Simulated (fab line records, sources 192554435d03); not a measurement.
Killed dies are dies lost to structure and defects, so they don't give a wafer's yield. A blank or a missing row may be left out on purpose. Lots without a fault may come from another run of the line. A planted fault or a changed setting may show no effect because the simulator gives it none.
Split-lot experiment | flow n5_finfet | 7 lots, 39 wafers read, on a route of 1938 steps

THE SPLIT
At N5_PMOS_HMC_CHANNEL_EPI_HM_DEP_34 (deposits SiO2 from TEOS/O2, target thk 36 nm, time 6.9 s), the setting target_thk_a was moved away from the recipe's 360 angstrom on 9 of the 39 wafers read, by -15.9% to +44.5%. The other wafers ran this setting at the recipe's value.

The reading is taken at the split's own step.

THE READING
SiO2_of_PMOS_HMC_CHANNEL_EPI_HM_DEP_34.thk_nm (the simulator's own value, which no gauge read), in nm, at N5_PMOS_HMC_CHANNEL_EPI_HM_DEP_34 (deposits SiO2 from TEOS/O2, target thk 36 nm, time 6.9 s). The file gives no usual value for it. The 30 wafers here that ran the recipe average 36.29 nm, standard deviation 0.47 nm.

wafer  | tool, chamber at the split | target_thk_a as run, angstrom | against the recipe | SiO2_of_PMOS_HMC_CHANNEL_EPI_HM_DEP_34.thk_nm, nm | against lot-mates on the recipe
L076.1 | pecvd-03, 1                | 360                           | recipe             | 35.73                                             | -
L076.2 | pecvd-03, 0                | 360                           | recipe             | 36.32                                             | -
L076.3 | pecvd-03, 1                | 360                           | recipe             | 36.89                                             | -
L076.4 | pecvd-03, 0                | 360                           | recipe             | 36.95                                             | -
L076.5 | pecvd-03, 1                | 360                           | recipe             | 36.79                                             | -
L076.6 | pecvd-03, 0                | 360                           | recipe             | 36.84                                             | -
L077.1 | pecvd-04, 0                | 520.3                         | +44.5%             | 52.15                                             | +15.63
L077.2 | pecvd-04, 2                | 360                           | recipe             | 35.95                                             | -
L077.3 | pecvd-04, 1                | 520.3                         | +44.5%             | 51.68                                             | +15.16
L077.4 | pecvd-04, 0                | 360                           | recipe             | 37.15                                             | -
L077.5 | pecvd-04, 2                | 520.3                         | +44.5%             | 52.81                                             | +16.29
L077.6 | pecvd-04, 1                | 360                           | recipe             | 36.47                                             | -
L079.1 | pecvd-03, 1                | 360                           | recipe             | 36.23                                             | -
L079.2 | pecvd-03, 0                | 360                           | recipe             | 36.08                                             | -
L079.3 | pecvd-03, 0                | 360                           | recipe             | 36.53                                             | -
L079.4 | pecvd-03, 1                | 360                           | recipe             | 36.82                                             | -
L079.5 | pecvd-03, 0                | 360                           | recipe             | 36.62                                             | -
L079.6 | pecvd-03, 1                | 360                           | recipe             | 37.04                                             | -
L083.1 | pecvd-03, 2                | 360                           | recipe             | 35.71                                             | -
L083.5 | pecvd-03, 0                | 360                           | recipe             | 36.12                                             | -
L083.6 | pecvd-03, 1                | 360                           | recipe             | 36.46                                             | -
L090.1 | pecvd-03, 1                | 360                           | recipe             | 36.04                                             | -
L090.2 | pecvd-03, 2                | 360                           | recipe             | 35.67                                             | -
L090.3 | pecvd-03, 0                | 360                           | recipe             | 35.77                                             | -
L090.4 | pecvd-03, 2                | 360                           | recipe             | 36.54                                             | -
L090.5 | pecvd-03, 0                | 360                           | recipe             | 36.18                                             | -
L090.6 | pecvd-03, 1                | 360                           | recipe             | 36.16                                             | -
L094.1 | pecvd-02, 1                | 360                           | recipe             | 35.16                                             | -
L094.2 | pecvd-02, 0                | 491.8                         | +36.6%             | 48.5                                              | +12.75
L094.3 | pecvd-02, 2                | 491.8                         | +36.6%             | 48.79                                             | +13.04
L094.4 | pecvd-02, 1                | 360                           | recipe             | 35.81                                             | -
L094.5 | pecvd-02, 0                | 491.8                         | +36.6%             | 49.6                                              | +13.85
L094.6 | pecvd-02, 2                | 360                           | recipe             | 36.29                                             | -
L096.1 | pecvd-02, 0                | 302.9                         | -15.9%             | 29.75                                             | -6.36
L096.2 | pecvd-02, 2                | 360                           | recipe             | 35.72                                             | -
L096.3 | pecvd-02, 1                | 302.9                         | -15.9%             | 29.97                                             | -6.14
L096.4 | pecvd-02, 0                | 360                           | recipe             | 36.34                                             | -
L096.5 | pecvd-02, 2                | 360                           | recipe             | 36.26                                             | -
L096.6 | pecvd-02, 1                | 302.9                         | -15.9%             | 30.46                                             | -5.65

THE FIT
A straight line over all 39 wafers: SiO2_of_PMOS_HMC_CHANNEL_EPI_HM_DEP_34.thk_nm changes by +0.357 nm for each +1% of target_thk_a; r = +1.00; the points scatter about the line by 0.5 nm.
The same after taking each lot's own level away (the mean of its wafers on the recipe; 39 wafers): +0.358 nm for each +1%; r = +1.00; scatter 0.41 nm.
On that fit, the largest move of target_thk_a shifts the reading by 16 nm.
The lots' own levels span 35.753 to 36.587 nm, that is 1.8 times the standard deviation above.
So the lot-to-lot level changes the slope little: the two slopes agree.
Check: with one of the wafers moved furthest among these (+44.5%) left out of the fit, the line predicts +16 nm for it against its lot-mates. It came out at +15.6 nm against them.

THE FILE'S OWN FIT
SiO2_of_PMOS_HMC_CHANNEL_EPI_HM_DEP_34.thk_nm changes by +0.358 nm for each +1% of target_thk_a, r = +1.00.
